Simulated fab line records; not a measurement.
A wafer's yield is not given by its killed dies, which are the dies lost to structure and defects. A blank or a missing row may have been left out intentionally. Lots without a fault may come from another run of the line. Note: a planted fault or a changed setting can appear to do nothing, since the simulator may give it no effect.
Matching of chambers + flow nand_harc + 4 sister chambers for NHARC_P_ZERO_WELL_ETCH_65 on rie_diel-02
The step etches the open film in N2/H2, target depth 80 nm, overetch 24 nm, time 87.88 s. 7 wafers are shown with their chamber, then 7 later ones without.

## WAFERS PAIRED WITH THEIR CHAMBERS
| wafer  | chamber | drypump_motor_current_A (A) | showerhead_plenum_p_Torr (Torr) |
|--------|---------|-----------------------------|---------------------------------|
| L079.6 | 2       | 6.0                         | 1.97                            |
| L082.2 | 2       | 6.0                         | 1.97                            |
| L088.1 | 1       | 5.3                         | 2.12                            |
| L088.3 | 3       | 5.3                         | 2.20                            |
| L088.4 | 0       | 5.6                         | 1.94                            |
| L091.3 | 1       | 5.4                         | 2.11                            |
| L091.5 | 3       | 5.2                         | 2.20                            |

## WAFERS WITHOUT THEIR CHAMBER
| wafer  | drypump_motor_current_A (A) | showerhead_plenum_p_Torr (Torr) |
|--------|-----------------------------|---------------------------------|
| L091.6 | 5.9                         | 1.96                            |
| L093.2 | 5.3                         | 2.11                            |
| L093.3 | 5.3                         | 2.20                            |
| L093.6 | 5.6                         | 1.94                            |
| L096.1 | 5.9                         | 1.95                            |
| L096.3 | 5.3                         | 2.20                            |
| L096.6 | 5.6                         | 1.93                            |

## CHAMBER TAKEN BY EACH
| wafer  | from the rows above     | in truth |
|--------|-------------------------|----------|
| L091.6 | 2                       | 2        |
| L093.2 | 1                       | 1        |
| L093.3 | 3                       | 3        |
| L093.6 | 0                       | 0        |
| L096.1 | can't be placed: 2 or 0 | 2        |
| L096.3 | 3                       | 3        |
| L096.6 | 0                       | 0        |
Correctly placed: 6 of 7. Not placeable from these rows: 1 (in 1, the candidates include the true chamber). Number placed wrongly: 0.
How it was worked out, from the rows above alone: a wafer's distance from a chamber is the root of the sum, over the readings, of the square of ((its reading less the chamber's mean) divided by the reading's scatter). The wafer belongs to the nearest chamber; if the next one is less than 2 further off, it can't be placed. Each chamber's mean is taken over the wafers shown for it. The scatter: the root of (the sum of the squares of (reading less its chamber's mean) over the shown wafers, divided by (wafers less chambers)).
